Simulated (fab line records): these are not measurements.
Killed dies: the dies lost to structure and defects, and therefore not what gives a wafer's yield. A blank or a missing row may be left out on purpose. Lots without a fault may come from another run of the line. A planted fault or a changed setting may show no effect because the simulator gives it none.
Comparing a struck lot with a sound one :: flow n5 finfet :: 15 steps out of a route of 1938
Sound: wafers L389.2, L389.5, L389.6. Struck: wafer L404.3 (left out: L404.2, L404.4 of the same lot, which were not struck); the cause appears at the end.
Per side, at each step with rows, come the tool, then ch with its chambers, and then its first start. Under that, the readings that differ: sound wafers :: struck wafers :: difference of the means :: sigmas: that difference in standard deviations of wafers without a fault.
alike: words and numbers the same on both sides, and readings whose means are apart by under 2 such deviations; not compared: readings that were withheld, readings missing a value for some wafer, numbers with overlapping values and no deviation given by the record, and bounds like >300 which may hide the same value.
Wherever a step has rows on one side only, a row that says differs or no value, or a row with sigmas, the two part there. Numbers that have no deviation but don't overlap get no sigmas and don't part them. A reading missing from all wafers of one side parts the sides only when that side holds two or more wafers.

first, 8 steps without rows for these wafers: N5_HKMG_FIN_COAT_41 (time 60 s, resist thk 300 nm); N5_HKMG_FIN_COAT_42 (time 60 s, resist thk 35 nm); N5_HKMG_FIN_COAT_43 (resist thk 90 nm); N5_HKMG_FIN_EBR_45; N5_HKMG_FIN_SOFTBAKE_44 (time 60 s); N5_HKMG_FIN_EXPOSE_46 (exposes mask NDIPOLE); N5_HKMG_FIN_PEB_47 (peb time 60 s); N5_HKMG_FIN_DEVELOP_48 (develop time 30 s).
N5_HKMG_FIN_CD_MEAS_49: target cd 202 nm.
  sound on cd sem-01 ch 0, day 5 08:23; struck on cd sem-01 ch 0, day 9 05:50
  alike: cd nm
N5_HKMG_FIN_OVL_MEAS_50:
  sound on overlay-02 ch 0, day 5 08:25; struck on overlay-02 ch 0, day 9 05:52
  alike: NDIPOLE_OVL
N5_HKMG_FIN_INSPECT_61: inspects for defects (macro).
  sound: defect inspect-01 at day 5 08:26; struck: defect inspect-01 at day 9 05:53
reading: raw defect count
sound: 4 3 2
struck: 0
difference: -3
sigmas: -2
N5_HKMG_FIN_DESCUM_53: chemistry O2, time 7.9 s.
  sound on rie diel-03 ch 1,2, day 5 08:29; struck on rie diel-03 ch 0, day 9 05:55
  alike: drypump motor current A, oes product au, rf vpp V, showerhead plenum p Torr, throttle valve pct
  not compared: rf hours counter h
N5_HKMG_FIN_ETCH_54: etches SiARC in CF4, target depth 45.5 nm, time 75.8 s.
  sound on rie diel-03 ch 1,2, day 5 08:31; struck on rie diel-03 ch 0, day 9 05:57
reading: etch rf on time s (s)
sound: 72.0 72.2 72.8
struck: 89.6
difference: +17.3
sigmas: +9

reading: throttle valve pct (%)
sound: 15.62 15.64 15.77
struck: 15.28
difference: -0.40
sigmas: -2
  alike: drypump motor current A, oes product au, rf vpp V, showerhead plenum p Torr
  not compared: rf hours counter h
N5_HKMG_FIN_ETCH_55: etches SOC in N2/H2, target depth 240 nm, time 300 s.
  sound on rie diel-03 ch 1,2, day 5 08:34; struck on rie diel-03 ch 0, day 9 06:01
  alike: drypump motor current A, oes product au, rf vpp V, showerhead plenum p Torr, throttle valve pct
  not compared: rf hours counter h
-- the record jumps here: 4 days lie between the struck wafers' starts before and after (it left off in module HKMG_FIN and takes up again in module BEOL_M4, whose first step shown is number 1111 of the route) --
N5_BEOL_M4_RC_MEAS_101:
  sound on prober-01 ch 0, day 9 06:34; struck on prober-01 ch 0, day 13 17:31
  alike: DIBL_N, DIBL_P, IOFF_N, IOFF_P, ION_N, ION_P, SS_N, SS_P, VT_N, VT_P

## WHERE THEY PART
Earliest at N5_HKMG_FIN_INSPECT_61; latest, in this record, at N5_HKMG_FIN_ETCH_54. Later steps at which nothing parts them and some readings are alike: N5_HKMG_FIN_ETCH_55, N5_BEOL_M4_RC_MEAS_101.

WHY: the cause the simulator had injected
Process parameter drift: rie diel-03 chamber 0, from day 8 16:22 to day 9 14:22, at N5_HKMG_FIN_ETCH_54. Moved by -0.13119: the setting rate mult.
